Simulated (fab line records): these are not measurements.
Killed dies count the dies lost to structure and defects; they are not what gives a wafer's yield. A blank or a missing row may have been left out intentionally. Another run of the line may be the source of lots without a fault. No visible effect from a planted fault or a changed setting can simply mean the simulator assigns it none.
Matching of chambers || flow n5_finfet || rie_diel-04 running N5_BEOL_M15_DESCUM_33: 4 sister chambers
The step chemistry O2, time 7.9 s. 14 wafers are shown with their chamber, then 6 later ones without.

## WAFERS, EACH WITH ITS CHAMBER
{"wafer": "L577.1", "chamber": 1, "drypump_motor_current_A (A)": 6.1, "showerhead_plenum_p_Torr (Torr)": 2.18, "throttle_valve_pct (%)": 20.47}
{"wafer": "L577.3", "chamber": 2, "drypump_motor_current_A (A)": 5.0, "showerhead_plenum_p_Torr (Torr)": 2.03, "throttle_valve_pct (%)": 20.55}
{"wafer": "L578.1", "chamber": 1, "drypump_motor_current_A (A)": 6.1, "showerhead_plenum_p_Torr (Torr)": 2.18, "throttle_valve_pct (%)": 20.47}
{"wafer": "L578.2", "chamber": 2, "drypump_motor_current_A (A)": 5.0, "showerhead_plenum_p_Torr (Torr)": 2.03, "throttle_valve_pct (%)": 20.55}
{"wafer": "L578.5", "chamber": 0, "drypump_motor_current_A (A)": 5.1, "showerhead_plenum_p_Torr (Torr)": 2.09, "throttle_valve_pct (%)": 20.36}
{"wafer": "L582.2", "chamber": 0, "drypump_motor_current_A (A)": 5.1, "showerhead_plenum_p_Torr (Torr)": 2.09, "throttle_valve_pct (%)": 20.37}
{"wafer": "L582.3", "chamber": 3, "drypump_motor_current_A (A)": 5.3, "showerhead_plenum_p_Torr (Torr)": 2.14, "throttle_valve_pct (%)": 20.54}
{"wafer": "L582.6", "chamber": 2, "drypump_motor_current_A (A)": 5.0, "showerhead_plenum_p_Torr (Torr)": 2.02, "throttle_valve_pct (%)": 20.55}
{"wafer": "L590.4", "chamber": 2, "drypump_motor_current_A (A)": 5.0, "showerhead_plenum_p_Torr (Torr)": 2.02, "throttle_valve_pct (%)": 20.58}
{"wafer": "L590.5", "chamber": 1, "drypump_motor_current_A (A)": 6.1, "showerhead_plenum_p_Torr (Torr)": 2.18, "throttle_valve_pct (%)": 20.50}
{"wafer": "L590.6", "chamber": 2, "drypump_motor_current_A (A)": 5.0, "showerhead_plenum_p_Torr (Torr)": 2.02, "throttle_valve_pct (%)": 20.60}
{"wafer": "L592.1", "chamber": 1, "drypump_motor_current_A (A)": 6.1, "showerhead_plenum_p_Torr (Torr)": 2.18, "throttle_valve_pct (%)": 20.51}
{"wafer": "L592.5", "chamber": 0, "drypump_motor_current_A (A)": 5.1, "showerhead_plenum_p_Torr (Torr)": 2.08, "throttle_valve_pct (%)": 20.41}
{"wafer": "L592.6", "chamber": 3, "drypump_motor_current_A (A)": 5.2, "showerhead_plenum_p_Torr (Torr)": 2.13, "throttle_valve_pct (%)": 20.57}

SIGNATURES (means of the wafers above)
{"reading": "drypump_motor_current_A", "chamber 0": 5.100, "chamber 1": 6.100, "chamber 2": 5.000, "chamber 3": 5.250, "scatter within a chamber": 0.0224}
{"reading": "showerhead_plenum_p_Torr", "chamber 0": 2.0867, "chamber 1": 2.1800, "chamber 2": 2.0240, "chamber 3": 2.1350, "scatter within a chamber": 0.00486}
{"reading": "throttle_valve_pct", "chamber 0": 20.3800, "chamber 1": 20.4875, "chamber 2": 20.5660, "chamber 3": 20.5550, "scatter within a chamber": 0.0229}
Rule: a wafer's distance from a chamber is the root of the sum, over the readings, of the square of ((its reading less the chamber's mean) divided by the reading's scatter). The wafer belongs to the nearest chamber; if the next one is less than 2 further off, it can't be placed. The scatter: the root of (the sum of the squares of (reading less its chamber's mean) over the shown wafers, divided by (wafers less chambers)).

## WAFERS WITHOUT THEIR CHAMBER
{"wafer": "L595.1", "drypump_motor_current_A (A)": 5.2, "showerhead_plenum_p_Torr (Torr)": 2.08, "throttle_valve_pct (%)": 20.42}
{"wafer": "L595.2", "drypump_motor_current_A (A)": 5.0, "showerhead_plenum_p_Torr (Torr)": 2.01, "throttle_valve_pct (%)": 20.61}
{"wafer": "L595.6", "drypump_motor_current_A (A)": 6.1, "showerhead_plenum_p_Torr (Torr)": 2.17, "throttle_valve_pct (%)": 20.52}
{"wafer": "L600.1", "drypump_motor_current_A (A)": 5.3, "showerhead_plenum_p_Torr (Torr)": 2.13, "throttle_valve_pct (%)": 20.60}
{"wafer": "L600.3", "drypump_motor_current_A (A)": 5.2, "showerhead_plenum_p_Torr (Torr)": 2.08, "throttle_valve_pct (%)": 20.44}
{"wafer": "L600.6", "drypump_motor_current_A (A)": 5.3, "showerhead_plenum_p_Torr (Torr)": 2.13, "throttle_valve_pct (%)": 20.62}

## THE CHAMBER EACH PASSED THROUGH
{"wafer": "L595.1", "from the rows above": 0, "in truth": 0}
{"wafer": "L595.2", "from the rows above": 2, "in truth": 2}
{"wafer": "L595.6", "from the rows above": 1, "in truth": 1}
{"wafer": "L600.1", "from the rows above": 3, "in truth": 3}
{"wafer": "L600.3", "from the rows above": 0, "in truth": 0}
{"wafer": "L600.6", "from the rows above": 3, "in truth": 3}
6 of 6 placed correctly. From these rows, 0 cannot be placed. Number placed wrongly: 0.
